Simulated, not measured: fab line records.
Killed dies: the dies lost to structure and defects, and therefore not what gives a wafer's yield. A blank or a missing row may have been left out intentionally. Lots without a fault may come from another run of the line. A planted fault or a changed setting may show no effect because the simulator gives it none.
Lot-split experiment	flow n5-finfet	21 wafers read from 7 lots, route of 1938 steps

THE SPLIT
At N5_BEOL_M11_COAT_59 (time 60 s, resist thk 100 nm), the setting spin-rpm was moved away from the recipe's 1500 rpm on 5 of the 21 wafers read, by -8.9% to +8.5%. This setting was run at the recipe's value on the other wafers.

FROM THE SPLIT TO THE READING: what the file shows between them, 8 steps
- N5_BEOL_M11_COAT_60: time 60 s, resist thk 30 nm (also split here: spin-rpm)
- N5_BEOL_M11_COAT_05: resist thk 90 nm
- N5_BEOL_M11_EBR_07
- N5_BEOL_M11_DESCUM_16: chemistry O2, time 7.9 s
- N5_BEOL_M11_ETCH_61: etches SiARC in CF4, target depth 39 nm, time 65 s
- N5_BEOL_M11_ETCH_62: etches SOC in N2/H2, target depth 110 nm, overetch 22 nm, time 165 s
- N5_BEOL_M11_STRIP_68: strips in N2/H2
- N5_BEOL_M11_STRIP_67: strips in CF4

THE READING
SOC_of_BEOL_M11_COAT_59.thk-nm (the simulator's own value, which no gauge read), in nm, at N5_BEOL_M11_HM_OPEN_17 (chemistry Cl2/BCl3, target TiN, target depth 20 nm, overetch 6 nm). There is no usual value for it anywhere in the file. Average 92.0 nm, standard deviation 0.34 nm, over the 16 wafers here run with the recipe.

wafer	tool, chamber at the split	spin-rpm as run, rpm	against the recipe	SOC_of_BEOL_M11_COAT_59.thk-nm, nm	against lot-mates on the recipe
L076.1	litho-track-04, 0	1500	recipe	92.4	-
L076.2	litho-track-04, 0	1500	recipe	92.2	-
L076.4	litho-track-04, 0	1500	recipe	92	-
L079.1	litho-track-03, 0	1500	recipe	92.2	-
L079.3	litho-track-03, 0	1500	recipe	92.2	-
L079.6	litho-track-03, 0	1375	-8.3%	96.4	+4.2
L083.3	litho-track-04, 0	1500	recipe	92.6	-
L083.5	litho-track-04, 0	1628	+8.5%	88.4	-3.9
L083.6	litho-track-04, 0	1500	recipe	92	-
L088.2	litho-track-04, 0	1500	recipe	91.8	-
L088.3	litho-track-04, 0	1500	recipe	91.8	-
L088.4	litho-track-04, 0	1500	recipe	91.8	-
L091.1	litho-track-04, 0	1621	+8.1%	88.2	-4.0
L091.4	litho-track-04, 0	1621	+8.1%	88.6	-3.6
L091.5	litho-track-04, 0	1500	recipe	92.2	-
L096.3	litho-track-04, 0	1500	recipe	92.4	-
L096.5	litho-track-04, 0	1500	recipe	92.4	-
L096.6	litho-track-04, 0	1366	-8.9%	97.4	+5.0
L097.2	litho-track-02, 0	1500	recipe	91.4	-
L097.5	litho-track-02, 0	1500	recipe	91.4	-
L097.4	litho-track-02, 0	1500	recipe	91.8	-

FIT RESULTS
A straight line over all 21 wafers: SOC_of_BEOL_M11_COAT_59.thk-nm changes by -0.496 nm for each +1% of spin-rpm; r = -0.98; the points scatter about the line by 0.41 nm.
The same after taking each lot's own level away (the mean of its wafers on the recipe; 21 wafers): -0.496 nm for each +1%; r = -0.99; scatter 0.21 nm.
Per that fit: largest spin-rpm move, reading shift of 4.4 nm.
Across the lots, their own levels run from 91.53 to 92.40 nm, a range of 2.5 times the standard deviation given above.
So the lot-to-lot level changes the slope little: the two slopes agree.
Check: with one of the wafers moved furthest among these (-8.9%) left out of the fit, the line predicts +4.29 nm for it against its lot-mates. It came out at +5 nm against them.

OTHER SPLITS ON THESE WAFERS
Note: prior to the reading, these wafers also went through further splits. Each is held against what the fit with the lots' levels taken away leaves over:
other split on the same wafers	wafers away from the commonest value	r with SOC_of_BEOL_M11_COAT_59.thk-nm (lot level and that fit taken away)
N5_BEOL_M8_ETCH_62 time-s	8	+0.13
N5_BEOL_M9_ETCH_62 time-s	5	-0.17
N5_BEOL_M9_COAT_22 spin-rpm	8	-0.31
N5_BEOL_M11_COAT_60 spin-rpm	7	-0.43

THE WHOLE CHAIN: every reading that the file lists as answering this split, in the file's order
step	what it does	reading	change (the file's fit)	r (the file's)
N5_BEOL_M11_COAT_59	time 60 s, resist thk 100 nm	SOC_of_BEOL_M11_COAT_59.thk-nm (the simulator's own value, which no gauge read)	-0.494 nm for each +1% of the setting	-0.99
N5_BEOL_M11_ETCH_62	etches SOC in N2/H2, target depth 110 nm, overetch 22 nm, time 165 s	etch.depth-nm (the simulator's own value, which no gauge read)	-0.497 nm for each +1% of the setting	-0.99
N5_BEOL_M11_HM_OPEN_17	chemistry Cl2/BCl3, target TiN, target depth 20 nm, overetch 6 nm	SOC_of_BEOL_M11_COAT_59.thk-nm (the simulator's own value, which no gauge read)	-0.5 nm for each +1% of the setting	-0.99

FILE'S OWN FIT
SOC_of_BEOL_M11_COAT_59.thk-nm changes by -0.5 nm for each +1% of spin-rpm, r = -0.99.
